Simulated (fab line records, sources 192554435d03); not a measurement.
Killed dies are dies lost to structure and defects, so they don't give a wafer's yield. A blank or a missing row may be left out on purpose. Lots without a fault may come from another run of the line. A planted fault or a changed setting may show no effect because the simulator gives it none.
One fault seen from 3 desks | flow n5_finfet | each desk has only its own numbers; what lay behind them comes last

THE DEFECT DESK
What the inspections along the route counted, lot by lot: means of the sampled wafers that have a number. A lot is out of limits, marked OUT, if its mean lies more than 4 standard deviations from the usual mean; the brackets give that distance.
Columns: A = raw_defect_count at N5_BEOL_M10_INSPECT_13, usual 388
lot  | first seen here | A
L823 | day 10 18:14    | 310
L827 | day 11 05:30    | 449
L826 | day 11 11:46    | 488
L828 | day 11 16:07    | 335
L829 | day 12 01:22    | 302
L831 | day 12 19:23    | 431
L832 | day 13 04:49    | 364
L833 | day 13 12:53    | 348
L836 | day 13 15:45    | 375
L837 | day 14 07:23    | 328
L838 | day 14 09:28    | 337
L844 | day 15 18:25    | 304
This desk's finding: nothing out of limits on any of the 12 lots.

THE TOOL OWNER'S DESK: litho_track-02
The tool's own readings at N5_BEOL_M10_COAT_22 (resist thk 90 nm): means of the sampled wafers that have a number, for each lot that ran on this tool. A lot is out of limits, marked OUT, if its mean lies more than 4 standard deviations from the usual mean; the brackets give that distance.
Columns: A = chill_plate_temp_C at N5_BEOL_M10_COAT_22, usual 23.02 C; B = spin_speed_rpm at N5_BEOL_M10_COAT_22, usual 1500.1 rpm
lot  | first seen here | A     | B
L828 | day 11 17:08    | 23.09 | 1500.5
L832 | day 13 07:24    | 22.98 | 1500.2
L833 | day 13 14:04    | 23.23 | 1564.5 (+72) OUT
L838 | day 14 11:07    | 23.17 | 1565.7 (+74) OUT
This desk's finding: out of limits on L833, L838; first on L833, day 13 14:04 (spin_speed_rpm at N5_BEOL_M10_COAT_22). In limits: L828, L832.

THE METROLOGY DESK
What the gauges read, lot by lot, whatever tool the lot ran on: means of the sampled wafers that have a number. A lot is out of limits, marked OUT, if its mean lies more than 4 standard deviations from the usual mean; the brackets give that distance.
Columns: A = M10_ILD_THK at N5_BEOL_M10_THK_MEAS_01, usual 268 nm
lot  | first seen here | A
L823 | day 10 16:29    | 266
L827 | day 11 04:37    | 269
L826 | day 11 09:08    | 269
L828 | day 11 15:01    | 264
L829 | day 11 23:40    | 267
L831 | day 12 18:22    | 270
L832 | day 13 02:23    | 268
L833 | day 13 12:20    | 268
L836 | day 13 12:49    | 267
L837 | day 14 05:13    | 265
L838 | day 14 08:26    | 269
L844 | day 15 16:00    | 269
This desk's finding: nothing out of limits on any of the 12 lots.

PUT TOGETHER
The tool owner's desk could have raised an alarm at day 13 14:04, on L833, L838.
The defect desk saw nothing out of limits.
The metrology desk saw nothing out of limits.
The defect desk has L833, L838 on record, within its limits.
The metrology desk has L833, L838 on record, within its limits.
Of the lots named, all ran N5_BEOL_M10_COAT_22 on litho_track-02.

WHAT THE SIMULATOR HAD PUT IN
Process parameter drift: litho_track-02, from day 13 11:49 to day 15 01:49, at N5_BEOL_M10_COAT_22. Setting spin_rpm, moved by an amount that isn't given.
Lots struck among those shown: L833, L838.
Hours from the fault's start to each desk's first reading out of limits: the tool owner's desk, 2.
